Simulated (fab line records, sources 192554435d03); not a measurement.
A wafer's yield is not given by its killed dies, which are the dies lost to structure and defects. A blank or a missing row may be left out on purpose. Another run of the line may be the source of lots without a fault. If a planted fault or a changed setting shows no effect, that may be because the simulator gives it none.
One fault through the eyes of 2 desks	flow n5 finfet	each desk has only its own numbers; what lay behind them comes last
Where a reading is given only as a bound, like >300, the bound stands for it, and a mean or a difference that rests on one is marked > or <: the true number lies beyond.

## THE DEFECT DESK
For each lot, the counts of the inspections along the route, averaged over the sampled wafers that have a number. Marked OUT: a lot whose mean sits more than 4 standard deviations from the usual mean, which makes it out of limits; the brackets give that distance.
Columns: A = raw defect count at N5_MIM_TOP_LITHO_INSPECT_12, usual 2.1
lot	first seen here	A
L653	day 11 08:10	3.3
L664	day 14 15:56	>286 (+99 or more) OUT
L665	day 15 08:39	>295 (+99 or more) OUT
L672	day 16 11:46	1.3
Finding of this desk: L664, L665 out of limits; the first was L664 at day 14 15:56, on raw defect count at N5_MIM_TOP_LITHO_INSPECT_12. L653, L672: within limits.

## THE TOOL OWNER'S DESK: pvd sputter-01
The tool's own readings at N5_MIM_BOT_SPUTTER_00 (material TiN, target thk 35 nm, time 89.7 s): means of the sampled wafers that have a number, for each lot that ran on this tool. Marked OUT: a lot whose mean sits more than 4 standard deviations from the usual mean, which makes it out of limits; the brackets give that distance.
Columns: A = throttle valve pct at N5_MIM_BOT_SPUTTER_00, usual 30.1 %
lot	first seen here	A
L653	day 11 06:12	30.1
L664	day 14 14:36	30.1
L665	day 15 07:32	30.3
This desk's finding: nothing out of limits on any of the 3 lots.

## BROUGHT TOGETHER
The defect desk could have raised an alarm at day 14 15:56, on L664, L665.
Nothing out of limits was seen by the tool owner's desk.
The tool owner's desk has L664, L665 on record, within its limits.
Of the lots named, all ran N5_MIM_BOT_SPUTTER_00 on pvd sputter-01.

## WHAT THE SIMULATOR HAD INSERTED
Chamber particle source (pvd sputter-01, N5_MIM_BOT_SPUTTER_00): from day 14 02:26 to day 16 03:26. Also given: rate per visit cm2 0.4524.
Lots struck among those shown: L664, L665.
Hours from the fault's start to each desk's first reading out of limits: the defect desk, 14.
